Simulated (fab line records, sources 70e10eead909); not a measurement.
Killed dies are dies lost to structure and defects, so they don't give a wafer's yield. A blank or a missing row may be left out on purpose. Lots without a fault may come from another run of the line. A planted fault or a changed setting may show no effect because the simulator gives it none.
A struck lot beside a sound one | flow nand_harc | 23 steps out of a route of 1302
Sound: wafers L650.1, L650.3, L650.4. Struck: wafers L665.1, L665.2, L665.5. The cause comes at the end.
At each step with rows: each side's tool, then ch and its chambers, then its first start. Under that, the readings that differ: sound wafers | struck wafers | difference of the means | sigmas: that difference in standard deviations of wafers without a fault.
alike: readings whose means differ by less than 2 such deviations, and words and numbers that are the same on both sides. not compared: withheld readings, readings that some wafer has no value for, bounds like >300 that may hide the same value, and numbers for which the record gives no deviation and whose values overlap.
The two part at a step that has a row with sigmas, a row that says differs or no value, or rows on one side only. Numbers that don't overlap but have no deviation are shown without sigmas and don't part them. A reading that every wafer of one side lacks parts them only if that side has two wafers or more.

NHARC_P_M0_INSPECT_27:
  sound on defect_inspect-02, day 6 11:51; struck on defect_inspect-02, day 12 16:41
  alike: raw_defect_count
NHARC_P_M0_PRE_CLEAN_31: time 12 s.
  sound on pecvd-04 ch 1,2, day 6 11:56; struck on pecvd-01 ch 0,2, day 12 16:46
  alike: heater_power_w
NHARC_P_M0_DEP_32: deposits SiCN, target thk 30 nm.
  sound on pecvd-04 ch 1,2, day 6 12:02; struck on pecvd-01 ch 0,2, day 12 16:52
  alike: heater_power_w
then, 8 steps without rows for these wafers: NHARC_P_M1_DEP_00 (deposits SiOC, target thk 182.5 nm); NHARC_P_M1_DEHYDRATE_01 (time 120 s); NHARC_P_M1_HMDS_02 (time 30 s); NHARC_P_M1_COAT_34 (time 65 s); NHARC_P_M1_COAT_03 (resist thk 90 nm); NHARC_P_M1_SOFTBAKE_04 (time 55 s); NHARC_P_M1_EBR_05; NHARC_P_M1_EXPOSE_06 (exposes mask P M1, target cd 130 nm).
NHARC_P_M1_PEB_07: peb time 65 s.
  sound on litho_track-01 ch 0, day 6 13:01; struck on litho_track-01 ch 0, day 12 17:59
  reading                  | sound                | struck               | difference | sigmas
  heater_power_total_W (W) | 156.6 156.7 157.0    | 186.6 187.3 187.3    | +30.3      | +76
  plate_temp_C (C)         | 100.02 100.21 100.13 | 114.07 114.18 114.04 | +13.98     | +99 or more
then, 1 step without rows for these wafers: NHARC_P_M1_DEVELOP_08 (develop time 35 s).
NHARC_P_M1_CD_MEAS_09: target cd 130 nm.
  sound on cd_sem-01 ch 0, day 6 13:06; struck on cd_sem-02 ch 0, day 12 18:04
  reading    | sound             | struck            | difference | sigmas
  cd_nm (nm) | 130.5 129.1 129.9 | 165.2 165.9 165.7 | +35.8      | +53
NHARC_P_M1_OVL_MEAS_10: pitch 260 nm.
  sound on overlay-02, day 6 13:11; struck on overlay-01, day 12 18:10
  alike: overlay_x_nm, overlay_y_nm
NHARC_P_M1_INSPECT_11:
  sound on defect_inspect-02, day 6 13:13; struck on defect_inspect-01, day 12 18:12
  alike: raw_defect_count
NHARC_P_M1_DESCUM_14: chemistry O2, time 3 s.
  sound on rie_diel-11 ch 0,2,3, day 6 13:17; struck on rie_diel-06 ch 0,1, day 12 18:16
  reading               | sound             | struck            | difference | sigmas
  model.P_M1.cd_nm (nm) | 130.3 129.3 129.5 | 165.1 166.1 165.8 | +36.0      |
  alike: drypump_motor_current_A, oes_product_au, rf_vpp_V, showerhead_plenum_p_Torr, throttle_valve_pct
  not compared: rf_hours_counter_h
NHARC_P_M1_ETCH_35: etches the open film in N2/H2, target depth 40 nm, overetch 12 nm, time 43.94 s.
  sound on rie_diel-11 ch 1,2,3, day 6 13:22; struck on rie_diel-06 ch 0,2, day 12 18:20
  alike: drypump_motor_current_A, oes_product_au, rf_vpp_V, showerhead_plenum_p_Torr, throttle_valve_pct
  not compared: rf_hours_counter_h
NHARC_P_M1_ETCH_15: etches the open film in C4F8/Ar, target depth 182.5 nm, time 91.2 s.
  sound on rie_diel-11 ch 0,2,3; struck on rie_diel-06 ch 1,2,3
  alike: oes_product_au, rf_vpp_V
  not compared: rf_hours_counter_h
NHARC_P_M1_CD_MEAS_16:
  sound on cd_sem-01, day 6 13:35; struck on cd_sem-03, day 12 18:34
  reading    | sound             | struck            | difference | sigmas
  cd_nm (nm) | 130.0 129.2 130.0 | 165.1 166.4 165.9 | +36.1      | +44
NHARC_P_M1_STRIP_18: strips in N2/H2.
  sound on rie_diel-09 ch 0,1,3, day 6 13:40; struck on rie_diel-06 ch 0,2,3, day 12 18:41
  alike: drypump_motor_current_A, oes_product_au, rf_vpp_V, showerhead_plenum_p_Torr, throttle_valve_pct
  not compared: rf_hours_counter_h
NHARC_P_M1_ETCH_28: etches the open film in CF4/N2, target depth 30 nm, time 72.99 s.
  sound on rie_diel-09 ch 0,1,3; struck on rie_diel-06 ch 1,3
  reading               | sound             | struck            | difference | sigmas
  model.P_M1.cd_nm (nm) | 130.3 129.2 129.8 | 165.7 166.9 165.3 | +36.2      |
  alike: drypump_motor_current_A, oes_product_au, rf_vpp_V, showerhead_plenum_p_Torr, throttle_valve_pct
  not compared: rf_hours_counter_h
then, 1 step without rows for these wafers: NHARC_P_M1_STRIP_19 (strips in post etch residue remover, time 600 s).

WHERE THEY PART
First at NHARC_P_M1_PEB_07; last, within this record, at NHARC_P_M1_CD_MEAS_16. Later steps at which nothing parts them and some readings are alike: NHARC_P_M1_STRIP_18, NHARC_P_M1_ETCH_28.

WHY: what the simulator had put in
Process parameter drift: litho_track-01, from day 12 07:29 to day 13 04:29, at NHARC_P_M1_PEB_07. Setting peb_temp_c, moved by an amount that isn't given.
